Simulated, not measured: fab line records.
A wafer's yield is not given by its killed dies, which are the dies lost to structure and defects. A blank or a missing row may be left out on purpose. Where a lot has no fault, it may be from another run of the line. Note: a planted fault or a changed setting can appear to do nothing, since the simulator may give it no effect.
Chamber matching ; flow n5_finfet ; 4 sister chambers for N5_MOL_CONTACT_COAG_DESCUM_13 on rie_diel-01
The step chemistry O2, time 7 s. 4 wafers are shown with their chamber, then 9 later ones without.

## EACH WAFER AND ITS CHAMBER
wafer;chamber;throttle_valve_pct (%)
L081.2;1;20.93
L091.1;0;20.24
L091.3;3;20.36
L091.4;2;20.61

## WAFERS WITHOUT THEIR CHAMBER
wafer;throttle_valve_pct (%)
L094.2;20.28
L094.3;20.37
L094.6;20.61
L095.1;20.35
L095.2;20.26
L095.5;20.62
L096.1;20.98
L096.3;20.26
L096.4;20.62

## EACH ONE'S CHAMBER
wafer;from the rows above;in truth
L094.2;can't be placed: 0 or 3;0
L094.3;3;3
L094.6;2;2
L095.1;3;3
L095.2;0;0
L095.5;2;2
L096.1;1;1
L096.3;0;0
L096.4;2;2
Correct placement for 8 of the 9. Can't be placed from these rows: 1 (the true chamber is among the candidates in 1). Wrongly placed: 0.
How it was worked out, from the rows above alone: a wafer's distance from a chamber is the root of the sum, over the readings, of the square of ((its reading less the chamber's mean) divided by the reading's scatter). If the next closest chamber is less than 2 further off than the closest, the wafer can't be placed; otherwise it belongs to the closest. Each chamber's mean is taken over the wafers shown for it. The scatter: root of mean squared gap, hidden wafer to nearest shown wafer, with one shown wafer a chamber.
